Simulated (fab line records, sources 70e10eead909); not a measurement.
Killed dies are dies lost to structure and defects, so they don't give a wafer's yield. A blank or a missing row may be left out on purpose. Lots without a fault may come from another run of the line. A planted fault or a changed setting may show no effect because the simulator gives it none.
A struck lot beside a sound one | flow nand_harc | 15 steps out of a route of 1302
Sound: wafers L985.1, L985.3, L985.5. Struck: wafers L990.2, L990.5. (L990.6 of the same lot was not struck and is left out.) The cause comes at the end.
At each step with rows: each side's tool, then ch and its chambers, then its first start. Under that, the readings that differ: sound wafers | struck wafers | difference of the means | sigmas: that difference in standard deviations of wafers without a fault.
alike: readings whose means differ by less than 2 such deviations, and words and numbers that are the same on both sides. not compared: withheld readings, readings that some wafer has no value for, bounds like >300 that may hide the same value, and numbers for which the record gives no deviation and whose values overlap.
The two part at a step that has a row with sigmas, a row that says differs or no value, or rows on one side only. Numbers that don't overlap but have no deviation are shown without sigmas and don't part them. A reading that every wafer of one side lacks parts them only if that side has two wafers or more.

NHARC_P_GATE_DESCUM_13: chemistry O2, time 3 s.
  sound on rie_diel-08 ch 1,3, day 6 07:29; struck on rie_diel-02 ch 3, day 8 04:04
  reading                         | sound             | struck    | difference | sigmas
  mfc_ar_sccm (sccm)              | 0.033 0.015 0.033 | 0 0       | +0         | -2
  showerhead_plenum_p_Torr (Torr) | 2.04 1.93 2.04    | 1.78 1.78 | -0.22      | -3
  alike: drypump_motor_current_A, oes_product_au, rf_vpp_V, throttle_valve_pct
  not compared: rf_hours_counter_h
then, 6 steps without rows for these wafers: NHARC_P_GATE_ETCH_14 (etches SiO2 in dHF, target depth 48.8 nm); NHARC_P_GATE_STRIP_15 (strips in SPM, time 780 s); NHARC_P_GATE_PRECLEAN_71 (cleans in SC1); NHARC_P_GATE_SRD_72; NHARC_P_GATE_OXIDE_16 (material SiO2, target thk 3 nm, ox time 392 s); NHARC_P_GATE_CVD_17 (deposits poly-Si, target thk 150 nm, time 900 s).
NHARC_P_GATE_HM_DEP_102: deposits aC, target thk 120 nm.
  sound on acl_dep-03 ch 0, day 7 01:08; struck on acl_dep-03 ch 0, day 8 17:05
  alike: throttle_valve_pct
NHARC_P_GATE_DEP_103: deposits SiON, target thk 30 nm.
  sound on pecvd-04 ch 0,1, day 7 01:49; struck on pecvd-01 ch 0,2, day 8 17:40
  reading            | sound             | struck      | difference | sigmas
  rf_fwd_power_W (W) | 347.1 345.9 347.7 | 350.1 348.5 | +2.4       | +2
  alike: heater_power_w
then, 3 steps without rows for these wafers: NHARC_P_GATE_DEHYDRATE_18 (time 120 s); NHARC_P_GATE_HMDS_19 (time 30 s); NHARC_P_GATE_COAT_20 (resist thk 90 nm).
NHARC_P_GATE_SOFTBAKE_21: time 55 s.
  sound on litho_track-01 ch 0, day 7 02:00; struck on litho_track-04 ch 0, day 8 17:00
  reading                  | sound                | struck        | difference | sigmas
  heater_power_total_W (W) | 188.43 188.47 188.34 | 323.62 323.19 | +134.99    | +99 or more
then, 2 steps without rows for these wafers: NHARC_P_GATE_EBR_22; NHARC_END_SORT_01.

WHERE THEY PART
First at NHARC_P_GATE_DESCUM_13; last, within this record, at NHARC_P_GATE_SOFTBAKE_21.

WHY: what the simulator had put in
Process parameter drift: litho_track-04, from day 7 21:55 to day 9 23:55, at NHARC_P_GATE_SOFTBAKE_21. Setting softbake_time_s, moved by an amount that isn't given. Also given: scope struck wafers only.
